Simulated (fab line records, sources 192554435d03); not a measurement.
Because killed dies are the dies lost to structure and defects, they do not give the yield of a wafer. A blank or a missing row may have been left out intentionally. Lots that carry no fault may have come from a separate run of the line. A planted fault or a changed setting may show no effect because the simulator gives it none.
The same fault as seen by 2 desks	flow n5-finfet	each desk holds nothing but its own numbers, with what lay behind them at the end

AT THE METROLOGY DESK
Means of the sampled wafers that have a number, per lot and without regard to the tool the lot ran on: this is what the gauges read. The brackets show how far a lot's mean lies from the usual mean; more than 4 standard deviations puts the lot out of limits, marked OUT.
Columns: A = thk-nm at N5_ILD0_THK_MEAS_08, usual 138.6 nm; B = thk-nm at N5_ILD0_THK_MEAS_13, usual 17.7 nm
lot	first seen here	A	B
L993	day 4 02:17	138.3	16.6
L994	day 4 07:40	139.3	18.1
L995	day 4 13:04	137.7	17.3
L999	day 5 12:00	139.7	17.5
L100	day 5 18:44	138.7	16.8
L103	day 6 17:54	138.9	18.2
L104	day 6 23:04	139.8	16.8
L105	day 7 00:22	137.9	16.7
L107	day 7 12:19	138.3	17.7
L108	day 7 18:07	138.5	17.3
L109	day 7 23:59	137.4	18.6
L111	day 8 11:15	137.8	18.6
This desk's verdict: no lot among the 12 shows anything out of limits.

DESK OF THE TOOL OWNER: cmp-04
The tool's own readings at N5_ILD0_CMP_12 (polishes SiNx, stops on poly-Si, t overpolish 6 s, target thk 17.67 nm): means of the sampled wafers that have a number, for each lot that ran on this tool. The brackets show how far a lot's mean lies from the usual mean; more than 4 standard deviations puts the lot out of limits, marked OUT.
Columns: A = motor-current-A at N5_ILD0_CMP_12, usual 9.1 A; B = overpolish-run-s at N5_ILD0_CMP_12, usual 6.000 s; C = platen-rpm at N5_ILD0_CMP_12, usual 51.80 rpm; D = slurry-filter-dp-kPa at N5_ILD0_CMP_12, usual 13.50 kPa; E = time-to-endpoint-s at N5_ILD0_CMP_12, usual 29.0 s
lot	first seen here	A	B	C	D	E
L100	day 5 21:39	8.6	5.998	51.77	13.36	27.6
L103	day 6 20:52	8.8	6.003	51.79	13.39	26.8
L104	day 7 02:21	8.7	5.994	51.77	13.54	27.0
L105	day 7 03:19	8.7	6.002	51.78	13.45	27.5
L107	day 7 15:21	7.9	6.001	51.78	13.51	57.5 (+11) OUT
L109	day 8 02:59	8.2	6.007	51.80	13.50	44.5 (+6.0) OUT
L111	day 8 14:12	8.6	6.006	51.80	13.56	44.5 (+6.0) OUT
This desk's verdict: out of limits on L107, L109, L111, starting with L107 at day 7 15:21 (time-to-endpoint-s at N5_ILD0_CMP_12). In limits: L100, L103, L104, L105.

BROUGHT TOGETHER
The tool owner's desk could have raised an alarm at day 7 15:21, on L107, L109, L111.
From the metrology desk's view, nothing was out of limits.
The metrology desk has L107, L109, L111 on record, within its limits.
The lots listed all ran N5_ILD0_CMP_12 on cmp-04.

WHAT HAD BEEN PUT IN BY THE SIMULATOR
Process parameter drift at N5_ILD0_CMP_12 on cmp-04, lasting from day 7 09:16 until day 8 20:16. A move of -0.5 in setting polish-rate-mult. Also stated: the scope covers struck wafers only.
Lots struck among those shown: L107, L109, L111.
Hours from the fault's start to each desk's first reading out of limits: the tool owner's desk, 6.
